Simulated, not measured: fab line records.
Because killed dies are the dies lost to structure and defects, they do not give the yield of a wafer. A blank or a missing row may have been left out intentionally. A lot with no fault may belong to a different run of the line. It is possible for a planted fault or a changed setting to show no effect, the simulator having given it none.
What tool caused it? -- flow nand harc -- 13 lots with 39 wafers sampled at 5 steps, on a route of 1302 steps

## WHAT THE GAUGES SHOWED, per wafer
NHARC_P_ZERO_WELL_CD_MEAS_24 targets a cd of 720 nm.
lot,measured,on,cd nm (nm)
L735,day 1 22:58,cd sem-01,721.8 721.9 719.6
L737,day 2 18:28,cd sem-01,716.6 719.4 718.8
L738,day 3 04:43,cd sem-02,719.8 721.2 719.5
L739,day 3 14:29,cd sem-01,720.9 723.1 719.5
L740,day 4 00:44,cd sem-02,717.9 719.7 717.0
L742,day 4 20:20,cd sem-03,722.4 721.2 723.5
L745,day 6 02:36,cd sem-01,722.5 721.9 723.8
L746,day 6 12:35,cd sem-01,719.4 722.9 724.9
L747,day 6 22:36,cd sem-03,708.0 709.3 709.3
L748,day 7 08:29,cd sem-03,720.7 720.7 720.2
L749,day 7 18:35,cd sem-01,721.7 718.7 721.5
L757,day 11 02:37,cd sem-01,721.4 719.3 721.6
L758,day 11 12:37,cd sem-03,719.2 719.6 721.8

NHARC_P_STI_CD_MEAS_16.
lot,measured,on,cd nm (nm)
L735,day 2 22:35,cd sem-02,198 205 205
L737,day 3 17:08,cd sem-02,192 197 193
L738,day 4 05:51,cd sem-03,198 200 197
L739,day 4 14:20,cd sem-01,202 199 199
L740,day 4 22:16,cd sem-02,198 197 193
L742,day 5 17:43,cd sem-03,195 197 200
L745,day 7 04:16,cd sem-03,198 198 197
L746,day 7 13:05,cd sem-03,198 204 200
L747,day 7 20:35,cd sem-03,198 195 197
L748,day 8 05:34,cd sem-01,201 207 207
L749,day 8 15:55,cd sem-03,201 196 195
L757,day 12 05:25,cd sem-01,197 201 192
L758,day 12 09:40,cd sem-01,194 196 199

NHARC_P_STI_INSPECT_25.
lot,measured,on,raw defect count
L735,day 4 01:05,defect inspect-01,189 146 148
L737,day 4 21:14,defect inspect-02,278 272 216
L738,day 5 10:44,defect inspect-02,80 98 93
L739,day 5 16:28,defect inspect-02,251 275 280
L740,day 6 01:03,defect inspect-01,198 359 207
L742,day 7 03:13,defect inspect-01,166 248 436
L745,day 8 04:20,defect inspect-02,204 169 111
L746,day 8 15:55,defect inspect-02,154 327 265
L747,day 8 23:47,defect inspect-01,535 298 225
L748,day 9 06:34,defect inspect-01,442 252 274
L749,day 10 06:47,defect inspect-02,191 188 212
L757,day 13 08:23,defect inspect-01,192 162 94
L758,day 13 08:23,defect inspect-02,165 94 103

## EACH LOT AND THE TOOL THAT RAN IT (in order: tool; ch and the chambers of the sampled wafers; start)
lot,NHARC_P_ZERO_WELL_EXPOSE_21,NHARC_P_STI_CMP_21
L735,"krf scanner-04 ch 0, day 1 22:49","cmp-04 ch 0,1,2, day 3 16:42"
L737,"krf scanner-02 ch 0, day 2 18:19","cmp-04 ch 0,3, day 4 13:19"
L738,"krf scanner-04 ch 0, day 3 04:34","cmp-04 ch 0,1, day 5 02:47"
L739,"krf scanner-01 ch 0, day 3 14:20","cmp-01 ch 2,3, day 5 08:04"
L740,"krf scanner-02 ch 0, day 4 00:35","cmp-03 ch 0,1,2, day 5 15:17"
L742,"krf scanner-02 ch 0, day 4 20:11","cmp-04 ch 0,1,3, day 6 16:59"
L745,"krf scanner-01 ch 0, day 6 02:26","cmp-04 ch 2,3, day 7 23:06"
L746,"krf scanner-04 ch 0, day 6 12:25","cmp-04 ch 1,2,3, day 8 07:26"
L747,"krf scanner-02 ch 0, day 6 22:26","cmp-04 ch 1,2,3, day 8 15:24"
L748,"krf scanner-02 ch 0, day 7 08:19","cmp-04 ch 1,2,3, day 8 22:34"
L749,"krf scanner-04 ch 0, day 7 18:26","cmp-03 ch 0,1,2, day 9 16:49"
L757,"krf scanner-02 ch 0, day 11 02:27","cmp-03 ch 0,1,2, day 12 23:56"
L758,"krf scanner-04 ch 0, day 11 12:28","cmp-04 ch 0,1,3, day 12 23:59"
- NHARC_P_ZERO_WELL_EXPOSE_21: exposes mask P NWELL, target cd 720 nm.
- NHARC_P_STI_CMP_21: polishes, t overpolish 20 s, target thk 380.67 nm.

## WHAT THE TOOLS THEMSELVES READ (means of the sampled wafers that have a number; where no wafer has one, the mark that the record gives instead)
NHARC_P_STI_CMP_21.
lot,tool,motor current A (A),overpolish run s (s),slurry flow ml min
L735,cmp-04,12.2,19.999,150.1
L737,cmp-04,13.3,20.003,149.9
L738,cmp-04,12.5,20.003,150.0
L739,cmp-01,11.6,20.001,149.6
L740,cmp-03,12.5,20.007,149.9
L742,cmp-04,12.8,20.005,150.4
L745,cmp-04,12.7,19.996,149.9
L746,cmp-04,12.6,20.003,150.5
L747,cmp-04,12.7,19.991,150.1
L748,cmp-04,12.6,19.989,149.8
L749,cmp-03,12.7,20.010,150.3
L757,cmp-03,12.5,20.000,150.2
L758,cmp-04,12.5,19.997,149.7

## THE ANSWER, worked out from the rows above alone
Rule: what is usual is taken from the lots themselves. Put in order of their means at a reading, lots are off if they are a third of the lots or fewer, leave a main group of 4 or more, and stand apart from it by a gap of 3 or more times the standard deviation of the main group's means; of several such gaps the widest counts. If all means in a main group match to the digits the tables above print for the reading, that group is not used. Also off: a lot with no number at a reading for which 4 or more lots have one. All remaining lots with rows at the step are treated as sound. Order of review: gauges by route order, followed by the tools' own readings, for which a lot's mean as printed above is used. At the first step where some lot is off, the reading lying furthest off is the one used; lots without a number count as furthest.
Off: L747 (NHARC_P_ZERO_WELL_CD_MEAS_24, cd nm). The main group: mean 720.7 nm, standard deviation 1.4.
A tool fits if, at a process step before that reading, it ran every lot that is off, and no sound lot after the first of them. Gauges at NHARC_P_ZERO_WELL_CD_MEAS_24: tried the same way as those tools. Of those tried, none fits.

## WHAT WAS PUT IN BY THE SIMULATOR
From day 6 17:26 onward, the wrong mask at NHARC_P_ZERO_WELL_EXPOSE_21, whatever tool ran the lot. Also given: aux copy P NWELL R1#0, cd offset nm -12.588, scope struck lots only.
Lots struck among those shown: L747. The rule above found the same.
